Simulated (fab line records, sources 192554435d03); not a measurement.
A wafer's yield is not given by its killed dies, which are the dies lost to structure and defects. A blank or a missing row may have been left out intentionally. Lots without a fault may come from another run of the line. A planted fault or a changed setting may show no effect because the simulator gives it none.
Chamber matching | flow n5Finfet | N5_BEOL_M2_DESCUM_33 on rieDiel-02: 4 sister chambers
The step chemistry O2, time 7 s. 4 wafers are shown with their chamber, then 8 later ones without.

== WAFERS PAIRED WITH THEIR CHAMBERS ==
wafer  | chamber | drypumpMotorCurrentA (A)
L080.2 | 3       | 5.6
L080.3 | 2       | 6.0
L080.6 | 1       | 6.3
L081.1 | 0       | 5.9

== WAFERS WHOSE CHAMBER IS MISSING ==
wafer  | drypumpMotorCurrentA (A)
L081.3 | 5.6
L081.6 | 6.2
L082.2 | 5.9
L082.3 | 6.0
L082.6 | 6.0
L095.2 | 5.8
L095.3 | 6.0
L095.5 | 6.3

== WHICH CHAMBER EACH ONE RAN IN ==
wafer  | from the rows above          | in truth
L081.3 | 3                            | 3
L081.6 | 1                            | 1
L082.2 | can't be placed: 0 or 2      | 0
L082.3 | can't be placed: 2 or 0      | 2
L082.6 | can't be placed: 2 or 0      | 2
L095.2 | can't be placed: 0 or 2 or 3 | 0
L095.3 | can't be placed: 2 or 0      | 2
L095.5 | 1                            | 1
Correctly placed: 3 of 8. These rows do not allow placing 5 (true chamber among the candidates in 5). Number placed wrongly: 0.
How it was worked out, from the rows above alone: a wafer's distance from a chamber is the root of the sum, over the readings, of the square of ((its reading less the chamber's mean) divided by the reading's scatter). If the next closest chamber is less than 2 further off than the closest, the wafer can't be placed; otherwise it belongs to the closest. For every chamber, the mean is computed from those of its wafers that are shown. The scatter: with one shown wafer a chamber, the root of the mean of the squares of how far each hidden wafer lies from its nearest shown one.
